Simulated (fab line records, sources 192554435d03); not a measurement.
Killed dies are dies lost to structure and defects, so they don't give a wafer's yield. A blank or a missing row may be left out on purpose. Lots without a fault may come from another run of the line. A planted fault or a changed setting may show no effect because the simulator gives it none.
Chamber matching | flow n5_finfet | N5_BEOL_M7_VIA_ETCH_34 on rie_diel-03: 4 sister chambers
The step etches SiCOH lowk in C4F6/O2, target depth 125.5 nm, time 50.5 s. 20 wafers are shown with their chamber, then 10 later ones without.

WAFERS WITH THEIR CHAMBER
wafer  | chamber | drypump_motor_current_A (A) | showerhead_plenum_p_Torr (Torr) | rf_vpp_V (V)
L079.1 | 0       | 4.8                         | 2.79                            | 665
L079.3 | 3       | 5.5                         | 3.01                            | 672
L079.5 | 1       | 6.1                         | 2.92                            | 673
L082.2 | 1       | 6.0                         | 2.92                            | 673
L082.3 | 2       | 5.3                         | 3.02                            | 674
L082.5 | 3       | 5.5                         | 3.00                            | 672
L085.2 | 2       | 5.3                         | 3.02                            | 675
L085.3 | 3       | 5.5                         | 3.00                            | 672
L085.4 | 2       | 5.3                         | 3.02                            | 673
L084.2 | 0       | 4.8                         | 2.78                            | 664
L084.4 | 3       | 5.5                         | 2.99                            | 672
L084.5 | 3       | 5.5                         | 2.99                            | 673
L089.2 | 0       | 4.8                         | 2.78                            | 662
L089.3 | 2       | 5.3                         | 3.01                            | 674
L089.5 | 1       | 6.0                         | 2.91                            | 672
L088.1 | 3       | 5.5                         | 2.99                            | 673
L088.2 | 2       | 5.3                         | 3.01                            | 672
L088.4 | 1       | 6.0                         | 2.91                            | 672
L093.3 | 2       | 5.3                         | 3.01                            | 673
L093.4 | 0       | 4.7                         | 2.77                            | 663

SIGNATURES (means of the wafers above)
reading                  | chamber 0 | chamber 1 | chamber 2 | chamber 3 | scatter within a chamber
drypump_motor_current_A  | 4.775     | 6.025     | 5.300     | 5.500     | 0.0306
showerhead_plenum_p_Torr | 2.7800    | 2.9150    | 3.0150    | 2.9967    | 0.007
rf_vpp_V                 | 663.50    | 672.50    | 673.50    | 672.33    | 0.896
Rule: a wafer's distance from a chamber is the root of the sum, over the readings, of the square of ((its reading less the chamber's mean) divided by the reading's scatter). The wafer belongs to the nearest chamber; if the next one is less than 2 further off, it can't be placed. The scatter: the root of (the sum of the squares of (reading less its chamber's mean) over the shown wafers, divided by (wafers less chambers)).

WAFERS WITHOUT THEIR CHAMBER
wafer  | drypump_motor_current_A (A) | showerhead_plenum_p_Torr (Torr) | rf_vpp_V (V)
L093.5 | 6.0                         | 2.91                            | 671
L092.1 | 6.1                         | 2.91                            | 671
L092.2 | 4.8                         | 2.77                            | 665
L092.6 | 4.7                         | 2.77                            | 663
L091.1 | 4.8                         | 2.77                            | 664
L091.3 | 6.1                         | 2.91                            | 672
L091.6 | 6.0                         | 2.91                            | 674
L096.2 | 5.3                         | 3.00                            | 673
L096.3 | 5.5                         | 2.98                            | 672
L096.6 | 4.7                         | 2.77                            | 663

WHICH CHAMBER EACH WENT THROUGH
wafer  | from the rows above | in truth
L093.5 | 1                   | 1
L092.1 | 1                   | 1
L092.2 | 0                   | 0
L092.6 | 0                   | 0
L091.1 | 0                   | 0
L091.3 | 1                   | 1
L091.6 | 1                   | 1
L096.2 | 2                   | 2
L096.3 | 3                   | 3
L096.6 | 0                   | 0
Placed correctly: 10 of 10. Can't be placed from these rows: 0. Placed wrongly: 0.
